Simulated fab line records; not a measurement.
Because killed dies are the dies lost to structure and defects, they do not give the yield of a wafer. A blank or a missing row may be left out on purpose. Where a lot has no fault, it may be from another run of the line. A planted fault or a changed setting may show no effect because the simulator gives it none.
fab line records	flow nandHarc
record lots=24	wafers=72	lastDay=33
route steps=1302 shown P_GATE@131 P_CONTACT@234 P_M0@270 P_M2@333
lots with no fault: from the same line, run without faults
startH: the number of hours between the record's first day and the start of the first shown wafer of the lot	waitH: hours elapsed since this lot's preceding step	" unchanged from the row above	L1.1+2: a row that stands for several wafers	- value missing, or start not given	* or withheld: withheld	< > ~ a bound
route shown NAME@n: a module of which the file shows steps, and the number in the route of the first	usual: mean and standard deviation over wafers with no fault	same: alike in all rows	chamber/n: place in a boat	sites: the reading at each site	_std_site: their standard deviation	_edge_site: outer sites' mean less inner sites'	radiusMm: for every site, how far away it sits from the centre of the wafer	mask NAME#n: copy n	behind: tool/chamber where the wafer was last shaped	hold: the reason the lot was held/the length of the hold in hours/how it ended	device: which transistor (n, p or np) failed to switch	end of line: tests run on the same wafers once the route is complete	a step given without rows: its recipe and nothing more	killed: dies lost to structure and defects at the first sort, not the wafer's yield	map: the dies of a wafer, with x for killed, . for not killed, _ for no die there
set.NAME: the run value of the setting; set.NAME@STEP: its run value at that earlier step	model.NAME: the simulator's own value behind a step, which no gauge read
a sample of lots followed through the steps of the route, with each step as a table and each wafer as a row
services: when a tool's chamber went out of use (startH, in hours from the record's first day, below 0 if earlier), for how many hours, and the reason
## steps
# step NHARC_P_GATE_HM_DEP_102
# recipe targetThkA=1200	tempC=400	material=aC
# usual throttleValvePct=35.000/0.0095
lot.wafer	tool	chamber	startH	waitH	throttleValvePct
L074.1	aclDep-02	0	96.69	0.4	35.005
L074.3	"	0	"	"	34.985
L074.6	"	0	"	"	34.999
L076.2	aclDep-01	0	114.28	4.1	35.000
L076.3	"	0	"	"	35.005
L076.4	"	0	"	"	35.004
L075.3	aclDep-02	0	114.45	4.2	35.016
L075.5	"	0	"	"	35.010
L075.6	"	0	"	"	34.982
L077.3	aclDep-01	0	129.17	3.9	35.003
L077.4	"	0	"	"	34.985
L077.5	"	0	"	"	34.993
L078.2	aclDep-03	0	132.12	0.6	34.998
L078.3	"	0	"	"	35.008
L078.6	"	0	"	"	34.997
L079.1	aclDep-02	0	147.91	0.8	35.016
L079.2	"	0	"	"	35.000
L079.6	"	0	"	"	34.992
L080.1	aclDep-03	0	160.18	1.8	34.992
L080.4	"	0	"	"	35.012
L080.5	"	0	"	"	34.997
L081.1	aclDep-02	0	165.04	1.9	35.000
L081.4	"	0	"	"	34.992
L081.6	"	0	"	"	34.994
L082.2	aclDep-02	0	177.86	3.2	35.002
L082.5	"	0	"	"	34.992
L082.6	"	0	"	"	35.004
L083.2	aclDep-02	0	186.93	1.0	35.009
L083.4	"	0	"	"	34.994
L083.6	"	0	"	"	35.001
L084.3	aclDep-03	0	204.74	7.0	34.997
L084.4	"	0	"	"	34.987
L084.5	"	0	"	"	35.016
L085.1	aclDep-03	0	205.16	3.1	35.007
L085.4	"	0	"	"	34.999
L085.5	"	0	"	"	34.996
L086.2	aclDep-03	0	220.04	0.7	35.008
L086.3	"	0	"	"	35.001
L086.4	"	0	"	"	35.006
L087.2	aclDep-02	0	226.24	0.6	34.995
L087.3	"	0	"	"	34.990
L087.4	"	0	"	"	34.997
L088.3	aclDep-03	0	244.71	3.4	34.989
L088.4	"	0	"	"	35.002
L088.6	"	0	"	"	35.007
L089.4	aclDep-03	0	245.45	4.1	34.989
L089.5	"	0	"	"	34.998
L089.6	"	0	"	"	35.013
L090.1	aclDep-01	0	261.93	0.5	34.991
L090.4	"	0	"	"	34.991
L090.6	"	0	"	"	34.999
L091.2	aclDep-02	0	261.98	0.5	35.004
L091.3	"	0	"	"	34.991
L091.5	"	0	"	"	34.995
L092.3	aclDep-02	0	275.64	0.6	34.991
L092.4	"	0	"	"	35.011
L092.5	"	0	"	"	35.018
L093.1	aclDep-01	0	283.25	0.4	35.002
L093.2	"	0	"	"	34.992
L093.3	"	0	"	"	34.993
L094.2	aclDep-01	0	306.37	5.1	34.986
L094.3	"	0	"	"	35.020
L094.5	"	0	"	"	34.987
L095.3	aclDep-01	0	314.94	6.4	35.000
L095.5	"	0	"	"	35.018
L095.6	"	0	"	"	35.008
L096.2	aclDep-02	0	319.80	5.0	35.000
L096.3	"	0	"	"	35.002
L096.6	"	0	"	"	35.010
L097.3	aclDep-02	0	326.16	5.0	35.008
L097.5	"	0	"	"	35.012
L097.6	"	0	"	"	35.001
# step NHARC_P_GATE_ETCH_104
# recipe targetDepthA=600	timeS=withheld	cf4FlowSccm=100	chf3FlowSccm=30	arFlowSccm=0	rfW=500	biasW=200	chemistry=CF4/CHF3
# usual drypumpMotorCurrentA=5.7/0.4	oesProductAu=0.948/0.025	rfVppV=370.1/2.7	showerheadPlenumPTorr=1.56/0.079	throttleValvePct=16.801/0.01
lot.wafer	tool	chamber	startH	waitH	drypumpMotorCurrentA	oesProductAu	rfVppV	showerheadPlenumPTorr	throttleValvePct
L074.1	rieDiel-05	2	98.30	0.1	5.8	0.922	372.9	1.67	16.797
L074.3	"	3	"	"	5.9	0.911	367.7	1.47	16.787
L074.6	"	2	"	"	5.8	0.914	373.1	1.67	16.795
L076.4	rieDiel-05	0	115.78	0.1	5.1	0.971	374.5	1.67	16.786
L076.2	"	1	"	"	5.4	0.981	370.3	1.59	16.798
L076.3	"	3	"	"	6.0	0.952	366.4	1.47	16.826
L075.3	rieDiel-06	2	115.95	0.1	5.1	0.921	367.3	1.48	16.785
L075.6	"	2	"	"	5.1	0.923	367.1	1.48	16.801
L075.5	"	3	"	"	6.0	0.931	371.4	1.61	16.809
L077.3	rieDiel-05	1	130.61	0.1	5.4	0.980	372.5	1.59	16.813
L077.4	"	2	"	"	5.8	0.975	374.0	1.67	16.826
L077.5	"	1	"	"	5.4	0.987	371.8	1.59	16.798
L078.3	rieDiel-03	3	133.51	0.1	5.3	0.965	369.9	1.53	16.790
L078.2	"	0	"	"	6.3	0.974	367.5	1.49	16.798
L078.6	"	2	"	"	5.6	0.979	367.6	1.49	16.802
L079.1	rieDiel-03	0	149.41	0.1	6.4	0.919	366.6	1.49	16.788
L079.2	"	1	"	"	6.5	0.918	369.3	1.52	16.793
L079.6	"	2	"	"	5.6	0.923	369.0	1.49	16.816
L080.1	rieDiel-06	0	161.70	0.1	5.6	0.987	369.0	1.48	16.816
L080.4	"	1	"	"	5.8	0.978	373.3	1.68	16.801
L080.5	"	1	"	"	5.8	0.984	374.5	1.68	16.791
L081.1	rieDiel-03	3	166.75	0.1	5.3	0.921	370.9	1.53	16.793
L081.4	"	1	"	"	6.5	0.915	368.1	1.52	16.788
L081.6	"	3	"	"	5.3	0.915	370.0	1.53	16.804
L082.2	rieDiel-03	1	179.44	0.1	6.4	0.929	367.9	1.52	16.825
L082.6	"	0	"	"	6.3	0.933	367.5	1.49	16.800
L082.5	"	1	"	"	6.4	0.934	369.8	1.52	16.802
L083.4	rieDiel-03	2	188.31	0.1	5.6	0.926	369.0	1.49	16.819
L083.2	"	3	"	"	5.3	0.923	368.2	1.53	16.798
L083.6	"	2	"	"	5.6	0.931	368.8	1.49	16.810
L084.4	rieDiel-06	0	206.14	0.1	5.5	0.975	367.7	1.48	16.778
L084.3	"	2	"	"	5.2	0.989	367.5	1.48	16.813
L084.5	"	0	"	"	5.6	0.969	366.8	1.48	16.792
L085.1	rieDiel-06	3	206.87	0.1	6.0	0.969	372.2	1.61	16.797
L085.4	"	0	"	"	5.5	0.988	367.6	1.48	16.802
L085.5	"	2	"	"	5.1	0.968	365.4	1.48	16.802
L086.4	rieDiel-06	0	221.54	0.1	5.5	0.974	368.1	1.48	16.796
L086.3	"	1	"	"	5.8	0.986	374.0	1.68	16.815
L086.2	"	2	"	"	5.1	0.951	366.2	1.48	16.794
L087.2	rieDiel-03	3	227.79	0.1	5.3	0.962	369.0	1.53	16.806
L087.4	"	1	"	"	6.4	0.964	368.2	1.52	16.805
L087.3	"	2	"	"	5.6	0.979	367.8	1.49	16.793
L088.4	rieDiel-06	3	246.10	0.1	6.0	0.974	371.9	1.61	16.797
L088.3	"	0	"	"	5.5	0.989	369.2	1.48	16.788
L088.6	"	0	"	"	5.5	0.985	367.5	1.48	16.815
L089.4	rieDiel-06	3	246.75	0.1	6.0	0.921	372.4	1.61	16.819
L089.6	"	1	"	"	5.8	0.938	372.6	1.68	16.794
L089.5	"	2	"	"	5.1	0.930	367.8	1.48	16.809
L091.2	rieDiel-06	0	263.36	0.1	5.6	0.934	368.9	1.48	16.814
L091.3	"	3	"	"	6.0	0.922	372.9	1.61	16.808
L091.5	"	0	"	"	5.6	0.943	367.7	1.48	16.815
L090.1	rieDiel-03	1	263.56	0.1	6.4	0.927	368.0	1.52	16.814
L090.4	"	0	"	"	6.3	0.927	367.2	1.49	16.798
L090.6	"	1	"	"	6.4	0.924	369.3	1.52	16.796
L092.3	rieDiel-05	2	277.07	0.1	5.8	0.983	374.0	1.66	16.811
L092.4	"	1	"	"	5.4	0.993	370.8	1.59	16.794
L092.5	"	2	"	"	5.8	0.978	374.3	1.66	16.801
L093.2	rieDiel-06	2	284.86	0.1	5.2	0.963	366.2	1.48	16.785
L093.3	"	3	"	"	6.0	0.958	370.4	1.61	16.816
L093.1	"	1	"	"	5.8	0.996	372.9	1.68	16.804
L094.2	rieDiel-05	1	307.83	0.1	5.4	0.926	371.9	1.59	16.804
L094.3	"	0	"	"	5.1	0.926	375.1	1.67	16.777
L094.5	"	2	"	"	5.8	0.924	372.7	1.66	16.803
L095.3	rieDiel-05	2	316.35	0.1	5.8	0.917	373.4	1.66	16.805
L095.6	"	0	"	"	5.1	0.925	372.9	1.66	16.797
L095.5	"	1	"	"	5.4	0.926	371.1	1.59	16.784
L096.2	rieDiel-06	3	321.31	0.1	6.0	0.973	371.0	1.61	16.817
L096.3	"	0	"	"	5.5	0.959	367.9	1.48	16.797
L096.6	"	3	"	"	6.0	0.973	371.6	1.61	16.815
L097.3	rieDiel-05	0	327.43	0.1	5.1	0.931	374.2	1.66	16.805
L097.5	"	3	"	"	6.0	0.920	367.0	1.47	16.804
L097.6	"	0	"	"	5.1	0.918	373.7	1.67	16.795
# step NHARC_P_CONTACT_INSPECT_14
# usual rawDefectCount=4.2/2.2
lot.wafer	tool	chamber	startH	waitH	rawDefectCount
L074.1	defectInspect-01	-	118.41	0.0	2
L074.3	"	-	"	"	4
L074.6	"	-	"	"	6
L076.2	defectInspect-01	-	137.71	0.0	4
L076.3	"	-	"	"	2
L076.4	"	-	"	"	3
L075.3	defectInspect-02	-	138.34	0.0	8
L075.5	"	-	"	"	2
L075.6	"	-	"	"	2
L077.3	defectInspect-01	-	150.54	0.0	4
L077.4	"	-	"	"	4
L077.5	"	-	"	"	4
L078.2	defectInspect-02	-	155.75	0.0	3
L078.3	"	-	"	"	3
L078.6	"	-	"	"	4
L079.1	defectInspect-01	-	171.77	0.0	5
L079.2	"	-	"	"	6
L079.6	"	-	"	"	1
L080.1	defectInspect-02	-	181.45	0.0	6
L080.4	"	-	"	"	9
L080.5	"	-	"	"	8
L081.1	defectInspect-01	-	187.11	0.0	2
L081.4	"	-	"	"	2
L081.6	"	-	"	"	3
L082.2	defectInspect-02	-	199.76	0.0	1
L082.5	"	-	"	"	6
L082.6	"	-	"	"	5
L083.2	defectInspect-02	-	210.59	0.0	2
L083.4	"	-	"	"	4
L083.6	"	-	"	"	7
L084.3	defectInspect-02	-	225.91	0.0	1
L084.4	"	-	"	"	4
L084.5	"	-	"	"	5
L085.1	defectInspect-01	-	226.69	0.0	4
L085.4	"	-	"	"	5
L085.5	"	-	"	"	3
L086.2	defectInspect-01	-	241.42	0.0	6
L086.3	"	-	"	"	5
L086.4	"	-	"	"	7
L087.2	defectInspect-01	-	247.85	0.0	3
L087.3	"	-	"	"	1
L087.4	"	-	"	"	1
L088.3	defectInspect-02	-	265.68	0.0	0
L088.4	"	-	"	"	4
L088.6	"	-	"	"	4
L089.4	defectInspect-02	-	266.52	0.0	6
L089.5	"	-	"	"	7
L089.6	"	-	"	"	6
L091.2	defectInspect-02	-	283.08	0.0	9
L091.3	"	-	"	"	12
L091.5	"	-	"	"	11
L090.1	defectInspect-02	-	283.74	0.0	5
L090.4	"	-	"	"	4
L090.6	"	-	"	"	5
L092.3	defectInspect-01	-	297.22	0.0	3
L092.4	"	-	"	"	4
L092.5	"	-	"	"	4
L093.1	defectInspect-01	-	304.85	0.0	7
L093.2	"	-	"	"	2
L093.3	"	-	"	"	6
L094.2	defectInspect-01	-	327.80	0.0	3
L094.3	"	-	"	"	7
L094.5	"	-	"	"	7
L095.3	defectInspect-02	-	336.49	0.0	4
L095.5	"	-	"	"	3
L095.6	"	-	"	"	3
L096.2	defectInspect-01	-	341.35	0.0	5
L096.3	"	-	"	"	6
L096.6	"	-	"	"	10
L097.3	defectInspect-02	-	347.53	0.0	1
L097.5	"	-	"	"	4
L097.6	"	-	"	"	3
# step NHARC_P_M0_STRIP_18
# recipe powerW=1000	n2FlowSccm=150	h2FlowSccm=150	arFlowSccm=0	biasW=0	chemistry=N2/H2
# usual drypumpMotorCurrentA=5.8/0.36	oesProductAu=0.999/0.0075	rfVppV=90.4/1	showerheadPlenumPTorr=2.00/0.092	throttleValvePct=14.172/0.0095
lot.wafer	tool	chamber	startH	waitH	drypumpMotorCurrentA	oesProductAu	rfHoursCounterH	rfVppV	showerheadPlenumPTorr	throttleValvePct
L074.3	rieDiel-04	1	123.40	0.1	5.8	0.995	15	88.9	1.90	14.170
L074.1	"	2	"	"	5.7	1.001	38	90.6	2.07	14.185
L074.6	"	1	"	"	5.8	0.995	-	89.2	1.90	14.183
L076.3	rieDiel-07	3	142.37	0.1	5.4	1.008	5	91.1	2.06	14.171
L076.4	"	0	"	"	5.4	1.004	5	89.9	1.91	14.181
L076.2	"	1	"	"	5.7	1.003	4	90.6	2.01	14.176
L075.3	rieDiel-07	0	142.85	0.1	5.5	1.013	5	89.9	1.91	14.170
L075.6	"	0	"	"	5.4	1.002	-	89.4	1.91	14.172
L075.5	"	1	"	"	5.7	0.991	-	91.1	2.01	14.173
L077.4	rieDiel-09	3	155.00	0.1	5.7	0.992	0	89.0	1.90	14.167
L077.3	"	2	"	"	6.4	1.004	0	90.7	2.09	14.191
L077.5	"	0	"	"	6.4	1.001	-	89.8	1.95	14.180
L078.2	rieDiel-09	0	160.35	0.1	6.4	0.995	2	88.8	1.95	14.160
L078.3	"	2	"	"	6.3	1.013	1	91.2	2.09	14.163
L078.6	"	3	"	"	5.7	0.999	-	89.6	1.90	14.180
L079.2	rieDiel-09	0	176.41	0.1	6.4	0.993	5	89.1	1.95	14.174
L079.1	"	1	"	"	5.6	1.000	5	91.5	2.17	14.176
L079.6	"	0	"	"	6.4	0.987	-	90.9	1.95	14.188
L080.1	rieDiel-07	3	186.94	0.1	5.5	0.986	20	90.2	2.06	14.170
L080.4	"	2	"	"	5.4	0.999	20	88.9	1.96	14.179
L080.5	"	0	"	"	5.4	0.992	-	91.3	1.90	14.176
L081.1	rieDiel-09	1	191.74	0.1	5.6	1.002	8	93.6	2.17	14.163
L081.4	"	2	"	"	6.3	0.992	7	90.1	2.09	14.171
L081.6	"	2	"	"	6.3	1.002	-	90.5	2.09	14.175
L082.2	rieDiel-09	0	204.41	0.1	6.4	0.993	10	90.7	1.94	14.179
L082.6	"	1	"	"	5.6	1.001	-	89.7	2.17	14.163
L082.5	"	2	"	"	6.3	1.012	-	91.4	2.09	14.169
L083.4	rieDiel-04	0	215.24	0.1	5.6	1.003	9	90.0	1.91	14.153
L083.2	"	1	"	"	5.7	1.001	12	88.9	1.89	14.170
L083.6	"	0	"	"	5.6	0.989	-	89.3	1.91	14.175
L084.3	rieDiel-09	0	230.47	0.1	6.4	1.008	16	89.6	1.94	14.178
L084.4	"	1	"	"	5.6	0.995	16	90.9	2.16	14.172
L084.5	"	2	"	"	6.3	1.001	-	91.9	2.08	14.177
L085.1	rieDiel-04	3	231.41	0.1	6.3	0.997	18	90.2	2.04	14.170
L085.4	"	0	"	"	5.6	0.998	16	90.0	1.91	14.166
L085.5	"	3	"	"	6.3	0.989	-	90.7	2.04	14.175
L086.4	rieDiel-04	2	246.25	0.1	5.7	1.002	20	91.5	2.06	14.163
L086.3	"	3	"	"	6.3	0.996	21	91.1	2.04	14.177
L086.2	"	0	"	"	5.6	1.001	19	91.6	1.91	14.183
L087.2	rieDiel-04	3	252.67	0.1	6.3	0.982	24	89.0	2.04	14.168
L087.3	"	0	"	"	5.6	1.004	22	90.7	1.90	14.177
L087.4	"	2	"	"	5.7	0.996	22	91.5	2.06	14.170
L088.3	rieDiel-09	0	270.19	0.1	6.4	0.982	22	90.8	1.94	14.158
L088.4	"	1	"	"	5.6	0.997	23	91.9	2.16	14.187
L088.6	"	1	"	"	5.6	1.001	-	91.0	2.16	14.173
L089.4	rieDiel-09	1	271.25	0.1	5.6	0.998	23	91.6	2.16	14.182
L089.6	"	3	"	"	5.7	0.997	-	90.0	1.89	14.160
L089.5	"	0	"	"	6.4	0.987	-	90.1	1.94	14.180
L091.3	rieDiel-04	2	287.79	0.1	5.7	0.989	33	90.0	2.05	14.159
L091.2	"	0	"	"	5.6	1.004	38	88.8	1.90	14.163
L091.5	"	1	"	"	5.8	0.988	-	89.5	1.88	14.179
L090.1	rieDiel-09	0	288.36	0.1	6.4	0.994	23	91.1	1.94	14.174
L090.4	"	3	"	"	5.7	0.999	23	89.4	1.89	14.165
L090.6	"	1	"	"	5.6	0.998	-	91.7	2.16	14.165
L092.3	rieDiel-09	3	301.93	0.1	5.7	1.013	25	90.1	1.89	14.173
L092.4	"	2	"	"	6.3	1.005	25	92.0	2.08	14.173
L092.5	"	0	"	"	6.4	1.008	-	91.0	1.94	14.183
L093.2	rieDiel-07	2	309.35	0.1	5.4	0.996	1	91.7	1.95	14.169
L093.3	"	3	"	"	5.5	0.995	1	90.8	2.05	14.182
L093.1	"	0	"	"	5.5	0.999	2	90.4	1.89	14.163
L094.2	rieDiel-07	3	332.47	0.1	5.5	0.989	8	90.3	2.04	14.166
L094.3	"	2	"	"	5.4	0.988	7	89.8	1.94	14.178
L094.5	"	3	"	"	5.5	0.991	-	90.5	2.04	14.172
L095.3	rieDiel-09	3	341.23	0.1	5.7	1.003	2	90.7	1.89	14.149
L095.5	"	3	"	"	5.7	1.006	-	89.7	1.89	14.172
L095.6	"	0	"	"	6.4	0.999	-	89.1	1.94	14.170
L096.2	rieDiel-07	2	345.99	0.1	5.4	1.001	11	89.6	1.94	14.175
L096.3	"	0	"	"	5.5	1.017	11	88.8	1.89	14.159
L096.6	"	2	"	"	5.4	1.005	-	89.5	1.94	14.158
L097.3	rieDiel-09	1	352.76	0.1	5.6	0.999	3	92.2	2.16	14.159
L097.6	"	0	"	"	6.4	0.995	-	90.2	1.94	14.184
L097.5	"	1	"	"	5.6	1.006	-	90.3	2.16	14.174
# step NHARC_P_M0_DEGAS_28
# recipe tempC=250	timeS=60
# usual heaterPowerW=337/24
lot.wafer	tool	chamber	startH	waitH	heaterPowerW
L074.1	pvdSputter-02	-	123.94	-	305
L074.3	"	-	"	"	333
L074.6	"	-	"	"	320
L076.2	pvdSputter-03	-	142.90	-	389
L076.3	"	-	"	"	311
L076.4	"	-	"	"	352
L075.3	pvdSputter-02	-	143.41	-	312
L075.6	"	-	"	"	332
L075.5	"	-	"	"	322
L077.4	pvdSputter-03	-	155.54	-	351
L077.3	"	-	"	"	333
L077.5	"	-	"	"	348
L078.2	pvdSputter-01	-	160.86	-	374
L078.3	"	-	"	"	330
L078.6	"	-	"	"	380
L079.1	pvdSputter-02	-	176.95	-	319
L079.2	"	-	"	"	328
L079.6	"	-	"	"	333
L080.1	pvdSputter-02	-	187.48	-	315
L080.4	"	-	"	"	323
L080.5	"	-	"	"	338
L081.4	pvdSputter-02	-	192.28	-	311
L081.1	"	-	"	"	333
L081.6	"	-	"	"	322
L082.2	pvdSputter-03	-	204.89	-	335
L082.5	"	-	"	"	328
L082.6	"	-	"	"	340
L083.2	pvdSputter-01	-	215.76	-	369
L083.4	"	-	"	"	328
L083.6	"	-	"	"	331
L084.4	pvdSputter-03	-	230.98	-	377
L084.3	"	-	"	"	313
L084.5	"	-	"	"	334
L085.1	pvdSputter-02	-	231.95	-	318
L085.4	"	-	"	"	310
L085.5	"	-	"	"	320
L086.2	pvdSputter-02	-	246.79	-	312
L086.4	"	-	"	"	336
L086.3	"	-	"	"	329
L087.4	pvdSputter-03	-	253.22	-	309
L087.3	"	-	"	"	343
L087.2	"	-	"	"	327
L088.4	pvdSputter-01	-	270.74	-	372
L088.3	"	-	"	"	374
L088.6	"	-	"	"	363
L089.4	pvdSputter-03	-	271.76	-	316
L089.5	"	-	"	"	338
L089.6	"	-	"	"	328
L091.2	pvdSputter-02	-	288.33	-	323
L091.3	"	-	"	"	318
L091.5	"	-	"	"	319
L090.4	pvdSputter-03	-	288.90	-	377
L090.1	"	-	"	"	342
L090.6	"	-	"	"	310
L092.4	pvdSputter-02	-	302.48	-	315
L092.3	"	-	"	"	334
L092.5	"	-	"	"	336
L093.3	pvdSputter-03	-	309.87	-	316
L093.2	"	-	"	"	377
L093.1	"	-	"	"	324
L094.3	pvdSputter-01	-	333.07	-	373
L094.2	"	-	"	"	370
L094.5	"	-	"	"	339
L095.3	pvdSputter-01	-	341.80	-	311
L095.5	"	-	"	"	373
L095.6	"	-	"	"	382
L096.2	pvdSputter-01	-	346.54	-	336
L096.3	"	-	"	"	378
L096.6	"	-	"	"	376
L097.3	pvdSputter-02	-	353.29	-	332
L097.6	"	-	"	"	311
L097.5	"	-	"	"	331
# step NHARC_P_M2_ETCH_15
# recipe targetDepthA=1825	timeS=91.2	c4f8FlowSccm=withheld	arFlowSccm=400	rfW=600	biasW=300	chemistry=C4F8/Ar
# usual oesProductAu=0.939/0.019	rfVppV=440/3.1
lot.wafer	tool	chamber	startH	waitH	oesProductAu	rfHoursCounterH	rfVppV
L074.1	rieDiel-01	1	-	-	0.957	3.4	443
L074.3	"	0	"	"	0.961	4.9	445
L074.6	"	1	"	"	0.963	-	442
L076.3	rieDiel-05	3	-	-	0.920	3.8	438
L076.4	"	0	"	"	0.923	3.6	444
L076.2	"	1	"	"	0.936	2.6	441
L075.3	rieDiel-03	3	-	-	0.963	2.2	439
L075.5	"	1	"	"	0.977	-	437
L075.6	"	2	"	"	0.962	-	437
L077.4	rieDiel-01	2	-	-	0.917	5.8	438
L077.3	"	1	"	"	0.921	5.9	445
L077.5	"	3	"	"	0.947	-	444
L078.2	rieDiel-03	2	-	-	0.938	3.3	438
L078.3	"	0	"	"	0.920	3.5	437
L078.6	"	1	"	"	0.926	-	440
L079.1	rieDiel-01	1	-	-	0.931	7.1	443
L079.2	"	2	"	"	0.915	7.1	438
L079.6	"	0	"	"	0.932	-	445
L080.1	rieDiel-03	1	-	-	0.912	4.2	439
L080.4	"	2	"	"	0.929	4.9	437
L080.5	"	0	"	"	0.920	-	437
L081.4	rieDiel-05	3	-	-	0.922	7.1	436
L081.1	"	0	"	"	0.920	6.9	445
L081.6	"	2	"	"	0.925	-	444
L082.2	rieDiel-03	1	-	-	0.918	4.6	440
L082.6	"	0	"	"	0.921	-	438
L082.5	"	1	"	"	0.925	-	438
L083.4	rieDiel-03	3	-	-	0.923	6.2	440
L083.2	"	1	"	"	0.922	5.7	439
L083.6	"	0	"	"	0.933	-	438
L084.3	rieDiel-01	3	-	-	0.955	0.9	444
L084.4	"	2	"	"	0.945	1.0	439
L084.5	"	0	"	"	0.961	-	444
L085.1	rieDiel-05	2	-	-	0.969	0.1	445
L085.4	"	1	"	"	0.974	0.1	441
L085.5	"	2	"	"	0.961	-	444
L086.2	rieDiel-01	0	-	-	0.972	1.5	447
L086.3	"	1	"	"	0.975	1.5	444
L086.4	"	1	"	"	0.965	-	443
L087.4	rieDiel-03	2	-	-	0.934	9.3	438
L087.2	"	3	"	"	0.926	9.4	439
L087.3	"	0	"	"	0.921	9.0	436
L088.4	rieDiel-03	3	-	-	0.927	11.8	440
L088.3	"	1	"	"	0.928	10.3	438
L088.6	"	2	"	"	0.932	-	435
L089.4	rieDiel-01	3	-	-	0.981	2.4	444
L089.5	"	0	"	"	0.965	-	447
L089.6	"	1	"	"	0.979	-	442
L091.2	rieDiel-01	0	-	-	0.923	4.2	445
L091.3	"	2	"	"	0.926	4.7	439
L091.5	"	3	"	"	0.925	-	444
L090.1	rieDiel-03	1	-	-	0.966	0.1	439
L090.4	"	1	"	"	0.973	-	439
L090.6	"	2	"	"	0.973	-	436
L092.3	rieDiel-03	1	-	-	0.941	1.4	439
L092.5	"	1	"	"	0.930	-	440
L092.4	"	3	"	"	0.922	-	438
L093.1	rieDiel-01	0	-	-	0.938	4.7	446
L093.3	"	2	"	"	0.930	5.5	438
L093.2	"	3	"	"	0.932	3.4	443
L094.2	rieDiel-05	1	-	-	0.926	5.1	442
L094.3	"	0	"	"	0.937	4.9	444
L094.5	"	1	"	"	0.933	-	441
L095.3	rieDiel-03	2	-	-	0.930	3.4	437
L095.6	"	3	"	"	0.929	-	439
L095.5	"	0	"	"	0.931	-	437
L096.2	rieDiel-03	3	-	-	0.916	3.5	438
L096.3	"	2	"	"	0.936	3.6	438
L096.6	"	0	"	"	0.921	-	436
L097.3	rieDiel-01	1	-	-	0.954	7.3	442
L097.6	"	1	"	"	0.931	-	444
L097.5	"	2	"	"	0.934	-	438
## services
tool	chamber	startH	hours	kind
rieDiel-09	2	84.37	2.7	repair
pvdSputter-02	-	92.98	1.8	repair
rieDiel-03	-	104.30	9.0	pm
rieDiel-06	-	106.03	1.4	repair
rieDiel-06	0	111.05	8.2	repair
pvdSputter-02	-	111.35	10.0	pm
rieDiel-06	2	137.75	3.1	repair
rieDiel-03	1	140.79	2.9	repair
rieDiel-09	-	143.42	9.0	pm
rieDiel-05	3	151.35	6.1	repair
pvdSputter-02	-	155.32	0.9	repair
pvdSputter-02	-	161.48	2.3	repair
rieDiel-05	-	162.54	1.3	repair
rieDiel-05	-	164.60	11.1	repair
rieDiel-06	0	183.10	6.7	repair
pvdSputter-02	-	215.15	4.0	repair
rieDiel-05	-	229.60	9.0	pm
rieDiel-09	0	232.05	6.8	repair
aclDep-02	-	245.41	13.0	pm
rieDiel-06	2	250.17	1.4	repair
rieDiel-03	-	281.30	9.0	pm
pvdSputter-02	-	289.35	10.0	pm
rieDiel-09	1	290.08	6.1	repair
rieDiel-09	-	320.42	9.0	pm
## key
fault none
